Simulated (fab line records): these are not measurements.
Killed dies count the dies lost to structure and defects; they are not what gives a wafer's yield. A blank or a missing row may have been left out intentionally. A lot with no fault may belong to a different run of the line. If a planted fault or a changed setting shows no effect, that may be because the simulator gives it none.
Problem report, 8D (eight disciplines) form, completed by code | flow nand-harc | the parts of the form that need people (team, actions taken, sign-off) are left out

== 1. WHAT WENT WRONG ==
Wafers free of any fault read 0.884 (standard deviation 0.0063) for VT_DECK2_MIDDLE at NHARC_END_WLT_00, against a mean of 0.945 on 9 wafers of 3 lots. That is +9.7 standard deviations from the usual mean.
Seen first at day 30 10:35 on prober-02, wafer L788.1. The record holds 33 wafers of 11 lots with a number at this step. By rule, "out" or "out of limits" means more than 4 standard deviations away from the usual mean. All remaining wafers that have a number are taken as sound.

== 2. WHAT THIS IS AND IS NOT ==
question                    | is                                                                                                                                                                                                                                                                                                                                    | is not
which readings at this step | VT_DECK2_MIDDLE, VT_DECK1_BOTTOM, VT_DECK1_BOTTOM_INNER, VT_DECK1_MEDIAN_NEAR_BOTTOM_INNER, VT_DECK1_MIDDLE, VT_DECK1_MIDDLE_INNER, VT_DECK1_TOP, VT_DECK1_TOP_INNER, VT_DECK2_BOTTOM, VT_DECK2_BOTTOM_INNER, VT_DECK2_MEDIAN_NEAR_BOTTOM, VT_DECK2_MEDIAN_NEAR_BOTTOM_INNER, VT_DECK2_MIDDLE_INNER, VT_DECK2_TOP, VT_DECK2_TOP_INNER | -
which lots                  | L788, L790, L793                                                                                                                                                                                                                                                                                                                      | L773, L774, L775, L776, L777, L778, L783, L784
which wafers of those lots  | all that have a number                                                                                                                                                                                                                                                                                                                | -
read on which gauges        | prober-01, prober-02                                                                                                                                                                                                                                                                                                                  | -
when                        | from day 30 10:35                                                                                                                                                                                                                                                                                                                     | up to then (24 sound wafers)

== 3. SUSPECTS, AND WHAT RULES EACH OUT ==
Counting: a tool at any process step up to the reading remains a suspect when it ran all the lots that are out and ran no sound lot after the first of those.
- ruled out: the gauge at NHARC_END_WLT_00. Those wafers that are out were read across 2 gauges (prober-01, prober-02).
- wet-bench-09 at NHARC_P_STI_PRECLEAN_32 (cleans in SC1): kept. All lots that are out passed through it, beginning with L788 at day 9 03:38, and no sound lot followed; its final sound lot before that point was L783 at day 7 01:42.
After counting, what remains is wet-bench-09 at NHARC_P_STI_PRECLEAN_32.

== 4. THE CAUSE (what the simulator had put in) ==
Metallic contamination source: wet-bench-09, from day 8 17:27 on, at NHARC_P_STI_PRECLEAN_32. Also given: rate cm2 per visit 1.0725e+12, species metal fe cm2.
The count eliminated every tool but this one.

== 5. SEQUENCE OF EFFECTS, ordered by route ==
Rows list readings where the struck wafers' mean (over those with a number) sits beyond 3 standard deviations from the usual. Only readings whose record carries a usual standard deviation are examined. hours: median over the lots of the time between each lot's start at the first step of this table that gives one and its start at this step. sigmas: the change, counted in usual standard deviations.
hours | step             | reading                           | usual | on struck wafers | change | sigmas
0     | NHARC_END_WLT_00 | VT_DECK1_BOTTOM                   | 0.869 | 0.927            | +0.058 | +6.5
0     | NHARC_END_WLT_00 | VT_DECK1_BOTTOM_INNER             | 0.869 | 0.925            | +0.056 | +6.5
0     | NHARC_END_WLT_00 | VT_DECK1_MEDIAN_NEAR_BOTTOM       | 0.870 | 0.927            | +0.057 | +6.1
0     | NHARC_END_WLT_00 | VT_DECK1_MEDIAN_NEAR_BOTTOM_INNER | 0.870 | 0.927            | +0.057 | +6.4
0     | NHARC_END_WLT_00 | VT_DECK1_MIDDLE                   | 0.882 | 0.940            | +0.058 | +7.9
0     | NHARC_END_WLT_00 | VT_DECK1_MIDDLE_INNER             | 0.882 | 0.939            | +0.057 | +6.7
0     | NHARC_END_WLT_00 | VT_DECK1_TOP                      | 0.894 | 0.952            | +0.058 | +7.9
0     | NHARC_END_WLT_00 | VT_DECK1_TOP_INNER                | 0.894 | 0.950            | +0.056 | +6.9
0     | NHARC_END_WLT_00 | VT_DECK2_BOTTOM                   | 0.871 | 0.930            | +0.059 | +8.0
0     | NHARC_END_WLT_00 | VT_DECK2_BOTTOM_INNER             | 0.871 | 0.930            | +0.059 | +7.6
0     | NHARC_END_WLT_00 | VT_DECK2_MEDIAN_NEAR_BOTTOM       | 0.873 | 0.929            | +0.056 | +8.3
0     | NHARC_END_WLT_00 | VT_DECK2_MEDIAN_NEAR_BOTTOM_INNER | 0.873 | 0.933            | +0.060 | +8.2
0     | NHARC_END_WLT_00 | VT_DECK2_MIDDLE                   | 0.884 | 0.945            | +0.061 | +9.7
0     | NHARC_END_WLT_00 | VT_DECK2_MIDDLE_INNER             | 0.884 | 0.944            | +0.060 | +9.9
0     | NHARC_END_WLT_00 | VT_DECK2_TOP                      | 0.895 | 0.953            | +0.058 | +9.6
0     | NHARC_END_WLT_00 | VT_DECK2_TOP_INNER                | 0.895 | 0.955            | +0.060 | +9.9

== 6. HOW IT WOULD HAVE BEEN CAUGHT EARLIER ==
521 hours passed between the start of the fault at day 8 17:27 and the first reading out of limits at a measuring or inspecting step in this record, taken at day 30 10:35.
Of the tool readings at NHARC_P_STI_PRECLEAN_32 for which the record gives a usual standard deviation, none was out on any struck wafer, so an alarm limit of 4 standard deviations on them would not have fired.
Each of the lots that are out, 3 in all, had begun NHARC_P_STI_PRECLEAN_32 on wet-bench-09 no later than day 30 10:35. None of them would have been spared by holding the tool at that moment.
